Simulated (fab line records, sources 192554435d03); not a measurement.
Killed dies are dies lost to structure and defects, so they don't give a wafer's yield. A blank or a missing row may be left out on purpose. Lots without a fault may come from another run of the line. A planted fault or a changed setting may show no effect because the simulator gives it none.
Which tool did it? | flow n5_finfet | 24 lots, 72 wafers sampled, at 4 steps of a route of 1938

WHAT THE GAUGES READ, wafer by wafer
N5_BEOL_M4_RS_MEAS_58: measures by four-point-probe.
lot  | measured     | on            | M4_RS (ohm/sq)
L074 | day 7 19:27  | film_metro-01 | 0.665 0.691 0.713
L076 | day 7 21:32  | film_metro-02 | 0.666 0.683 0.651
L075 | day 8 15:03  | film_metro-01 | 0.670 0.686 0.703
L077 | day 8 15:23  | film_metro-02 | 0.680 0.644 0.640
L078 | day 8 20:17  | film_metro-02 | 0.716 0.698 0.695
L079 | day 9 08:28  | film_metro-02 | 0.705 0.651 0.666
L081 | day 9 17:01  | film_metro-01 | 0.697 0.635 0.710
L082 | day 9 21:33  | film_metro-01 | 0.694 0.666 0.682
L080 | day 10 00:47 | film_metro-02 | 0.641 0.626 0.635
L083 | day 10 02:28 | film_metro-02 | 0.714 0.648 0.702
L084 | day 10 06:04 | film_metro-01 | 0.677 0.671 0.619
L085 | day 10 22:43 | film_metro-02 | 0.634 0.704 0.667
L086 | day 11 10:59 | film_metro-02 | 0.674 0.657 0.643
L087 | day 11 16:20 | film_metro-01 | 0.706 0.690 0.675
L088 | day 11 19:48 | film_metro-02 | 0.666 0.719 0.696
L090 | day 12 01:26 | film_metro-01 | 0.641 0.656 0.637
L091 | day 12 09:19 | film_metro-01 | 0.707 0.670 0.699
L089 | day 12 13:01 | film_metro-01 | 0.644 0.625 0.634
L092 | day 12 16:19 | film_metro-02 | 0.656 0.662 0.655
L094 | day 12 18:30 | film_metro-01 | 0.695 0.660 0.674
L093 | day 12 20:51 | film_metro-01 | 0.655 0.636 0.688
L095 | day 12 23:44 | film_metro-02 | 0.737 0.702 0.697
L096 | day 13 20:48 | film_metro-02 | 0.707 0.716 0.730
L097 | day 13 23:41 | film_metro-02 | 0.724 0.683 0.689

N5_BEOL_M5_CD_MEAS_11: target cd 27.74 nm.
lot  | measured     | on        | cd_nm (nm)
L074 | day 7 21:51  | cd_sem-03 | 27.72 27.90 27.63
L076 | day 8 00:29  | cd_sem-03 | 27.62 27.34 27.87
L075 | day 8 18:37  | cd_sem-02 | 28.48 28.38 27.83
L077 | day 8 18:46  | cd_sem-01 | 28.14 27.59 28.36
L078 | day 8 22:58  | cd_sem-02 | 27.85 27.98 28.06
L079 | day 9 10:47  | cd_sem-01 | 28.33 28.10 27.56
L081 | day 9 19:58  | cd_sem-02 | 28.25 28.10 28.16
L082 | day 10 01:09 | cd_sem-02 | 27.91 27.95 27.65
L080 | day 10 04:48 | cd_sem-01 | 28.27 28.09 28.53
L083 | day 10 04:58 | cd_sem-01 | 27.77 28.34 27.94
L084 | day 10 09:46 | cd_sem-02 | 27.41 28.27 28.12
L085 | day 11 01:49 | cd_sem-03 | 28.02 27.75 28.17
L086 | day 11 15:35 | cd_sem-03 | 27.92 27.97 27.43
L087 | day 11 18:48 | cd_sem-03 | 27.94 28.26 27.88
L088 | day 11 22:48 | cd_sem-03 | 28.13 28.14 28.25
L090 | day 12 04:31 | cd_sem-01 | 27.89 27.76 28.04
L091 | day 12 12:14 | cd_sem-01 | 27.72 27.77 27.38
L089 | day 12 15:53 | cd_sem-02 | 27.70 27.83 27.77
L092 | day 12 19:17 | cd_sem-03 | 27.87 27.37 27.56
L094 | day 12 20:43 | cd_sem-02 | 27.77 27.97 27.98
L093 | day 12 23:08 | cd_sem-02 | 27.78 27.73 27.93
L095 | day 13 01:49 | cd_sem-02 | 27.85 27.84 27.85
L096 | day 13 23:23 | cd_sem-03 | 28.42 27.72 28.00
L097 | day 14 02:20 | cd_sem-02 | 27.76 27.91 27.52

N5_BEOL_M5_THK_MEAS_53: measures by xrf.
lot  | measured     | on            | M5_THK (nm)
L074 | day 8 08:39  | film_metro-02 | 62.0 61.1 62.6
L076 | day 8 11:30  | film_metro-02 | 62.3 62.9 61.6
L075 | day 9 03:28  | film_metro-01 | 61.8 63.5 63.7
L077 | day 9 04:11  | film_metro-02 | 65.9 62.0 65.4
L078 | day 9 10:56  | film_metro-02 | 60.2 59.5 61.5
L079 | day 9 20:45  | film_metro-02 | 62.4 62.1 63.3
L081 | day 10 05:39 | film_metro-02 | 61.9 63.1 63.9
L082 | day 10 10:30 | film_metro-02 | 63.2 59.6 62.8
L080 | day 10 18:17 | film_metro-01 | 62.9 61.7 61.8
L083 | day 10 16:24 | film_metro-02 | 64.0 64.3 63.2
L084 | day 10 21:23 | film_metro-02 | 64.8 66.4 66.6
L085 | day 11 11:16 | film_metro-01 | 63.2 63.4 64.7
L086 | day 12 00:58 | film_metro-01 | 64.6 62.0 63.1
L087 | day 12 04:52 | film_metro-02 | 63.8 64.9 64.4
L088 | day 12 07:30 | film_metro-02 | 63.0 63.8 64.3
L090 | day 12 13:35 | film_metro-02 | 63.7 62.2 64.8
L091 | day 12 22:53 | film_metro-02 | 63.4 64.7 64.7
L089 | day 13 03:05 | film_metro-01 | 63.6 62.3 64.9
L092 | day 13 09:15 | film_metro-01 | 59.6 60.5 61.7
L094 | day 13 09:56 | film_metro-01 | 60.1 64.4 61.6
L093 | day 13 12:58 | film_metro-01 | 61.7 65.2 61.2
L095 | day 13 19:41 | film_metro-02 | 63.3 60.9 63.8
L096 | day 14 08:12 | film_metro-02 | 60.7 62.9 63.4
L097 | day 14 10:56 | film_metro-02 | 60.8 59.2 59.4

WHICH TOOL RAN EACH LOT (tool, then ch and the chambers of the sampled wafers, then the start)
lot  | N5_BEOL_M4_CMP_52
L074 | cmp-04 ch 0,1,3, day 7 18:56
L076 | cmp-04 ch 0,1,2, day 7 20:59
L075 | cmp-04 ch 0,1,3, day 8 14:34
L077 | cmp-03 ch 1,2, day 8 14:48
L078 | cmp-03 ch 0,3, day 8 19:46
L079 | cmp-03 ch 0,1,2, day 9 07:56
L081 | cmp-03 ch 1,2, day 9 16:26
L082 | cmp-02 ch 0,2,3, day 9 21:06
L080 | cmp-04 ch 0,1,3, day 10 00:12
L083 | cmp-03 ch 1,2,3, day 10 01:48
L084 | cmp-02 ch 0,3, day 10 05:32
L085 | cmp-03 ch 1,3, day 10 22:08
L086 | cmp-02 ch 0,1,3, day 11 10:26
L087 | cmp-03 ch 1,2,3, day 11 15:47
L088 | cmp-03 ch 0,2, day 11 19:08
L090 | cmp-02 ch 1,3, day 12 00:48
L091 | cmp-04 ch 0,3, day 12 08:44
L089 | cmp-02 ch 0,1,2, day 12 12:28
L092 | cmp-03 ch 0,1,3, day 12 15:46
L094 | cmp-04 ch 0,1,3, day 12 17:56
L093 | cmp-03 ch 0,2,3, day 12 20:04
L095 | cmp-03 ch 1,2,3, day 12 23:13
L096 | cmp-03 ch 0,3, day 13 20:10
L097 | cmp-04 ch 0,2,3, day 13 23:13
- N5_BEOL_M4_CMP_52: polishes, stops on SiOC, t overpolish 6.8 s, target thk 40 nm.

WHAT THE TOOLS THEMSELVES READ (means of the sampled wafers that have a number; where no wafer has one, the mark that the record gives instead)
N5_BEOL_M4_CMP_52.
lot  | tool   | barrier_field_endpoint_s (s) | head_pressure_psi (psi) | motor_current_A (A) | overpolish_run_s (s) | slurry_flow_ml_min | time_to_endpoint_s (s)
L074 | cmp-04 | 24.4                         | 1.0000                  | 6.2                 | 6.793                | 150.0              | 62
L076 | cmp-04 | 24.1                         | 1.0012                  | 6.2                 | 6.794                | 150.2              | 59
L075 | cmp-04 | 24.6                         | 0.9990                  | 6.3                 | 6.803                | 149.5              | 64
L077 | cmp-03 | 25.5                         | 1.0001                  | 6.1                 | 6.806                | 149.5              | 63
L078 | cmp-03 | 24.5                         | 1.0011                  | 6.0                 | 6.802                | 150.1              | 60
L079 | cmp-03 | 23.8                         | 1.0000                  | 6.3                 | 6.805                | 150.1              | 61
L081 | cmp-03 | 23.9                         | 0.9996                  | 6.7                 | 6.810                | 149.7              | 58
L082 | cmp-02 | 25.8                         | 1.0009                  | 5.5                 | 6.807                | 150.4              | 63
L080 | cmp-04 | 24.7                         | 1.0002                  | 5.9                 | 6.802                | 149.9              | 61
L083 | cmp-03 | 24.6                         | 1.0002                  | 5.8                 | 6.797                | 150.2              | 62
L084 | cmp-02 | 25.5                         | 0.9997                  | 5.6                 | 6.798                | 149.6              | 66
L085 | cmp-03 | 24.9                         | 1.0034                  | 5.1                 | 6.795                | 149.9              | 59
L086 | cmp-02 | 24.7                         | 1.0005                  | 5.4                 | 6.797                | 150.1              | 65
L087 | cmp-03 | 24.7                         | 0.9991                  | 6.0                 | 6.800                | 150.4              | 59
L088 | cmp-03 | 25.3                         | 0.9997                  | 6.8                 | 6.802                | 149.5              | 62
L090 | cmp-02 | 25.0                         | 1.0027                  | 5.4                 | 6.810                | 150.6              | 66
L091 | cmp-04 | 24.0                         | 1.0019                  | 6.3                 | 6.798                | 150.0              | 60
L089 | cmp-02 | 24.6                         | 0.9995                  | 5.6                 | 6.801                | 149.9              | 63
L092 | cmp-03 | 24.2                         | 0.9998                  | 5.8                 | 6.798                | 150.0              | 59
L094 | cmp-04 | 25.0                         | 0.9994                  | 6.0                 | 6.802                | 150.2              | 64
L093 | cmp-03 | 24.4                         | 1.0007                  | 6.2                 | 6.806                | 150.3              | 59
L095 | cmp-03 | 24.8                         | 0.9997                  | 5.8                 | 6.800                | 149.9              | 63
L096 | cmp-03 | 24.6                         | 0.9984                  | 5.3                 | 6.792                | 149.0              | 65
L097 | cmp-04 | 24.3                         | 1.0003                  | 6.3                 | 6.796                | 150.1              | 62

THE ANSWER, worked out from the rows above alone
Rule: what is usual is taken from the lots themselves. Put in order of their means at a reading, lots are off if they are a third of the lots or fewer, leave a main group of 4 or more, and stand apart from it by a gap of 3 or more times the standard deviation of the main group's means; of several such gaps the widest counts. A main group whose means are all the same, to the digits that the tables above print for the reading, isn't used. A lot without any number at a reading at which 4 lots or more have one is off too. The other lots that the step has rows for count as sound. The gauges are gone through in route order, then the tools' own readings, and for those a lot's mean is taken as printed above. The first step at which some lot is off is used, and at that step the reading that is off furthest; a lot without a number counts as furthest.
No lot is off at any reading shown: from this, nothing can be told.

WHAT THE SIMULATOR HAD PUT IN
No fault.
